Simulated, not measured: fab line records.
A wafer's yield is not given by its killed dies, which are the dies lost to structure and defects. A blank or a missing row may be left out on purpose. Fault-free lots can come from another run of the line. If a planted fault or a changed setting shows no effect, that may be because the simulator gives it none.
Matching of chambers -- flow nand_harc -- 4 sister chambers for NHARC_A_CONTACT_DESCUM_13 on rie_diel-03
The step chemistry O2, time 3 s. 4 wafers are shown with their chamber, then 9 later ones without.

== WAFERS, EACH WITH ITS CHAMBER ==
wafer,chamber,drypump_motor_current_A (A)
L086.2,0,5.9
L086.6,2,5.9
L090.1,1,5.0
L090.5,3,5.9

== WAFERS WITHOUT THEIR CHAMBER ==
wafer,drypump_motor_current_A (A)
L088.1,5.9
L088.2,5.9
L088.4,5.1
L089.3,5.1
L089.4,5.9
L089.6,5.9
L092.1,5.1
L092.4,5.9
L092.5,5.1

== CHAMBER TAKEN BY EACH ==
wafer,from the rows above,in truth
L088.1,can't be placed: 0 or 2 or 3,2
L088.2,can't be placed: 0 or 2 or 3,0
L088.4,1,1
L089.3,1,1
L089.4,can't be placed: 0 or 2 or 3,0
L089.6,can't be placed: 0 or 2 or 3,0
L092.1,1,1
L092.4,can't be placed: 0 or 2 or 3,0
L092.5,1,1
Correctly placed: 4 of 9. Cannot be placed on the basis of these rows: 5; the candidates contain the true chamber in 5. 0 placed wrongly.
How it was worked out, from the rows above alone: a wafer's distance from a chamber is the root of the sum, over the readings, of the square of ((its reading less the chamber's mean) divided by the reading's scatter). If the next closest chamber is less than 2 further off than the closest, the wafer can't be placed; otherwise it belongs to the closest. For every chamber, the mean is computed from those of its wafers that are shown. The scatter (one wafer shown for each chamber): square how far every hidden wafer sits from the nearest shown wafer, average those squares and take the square root.
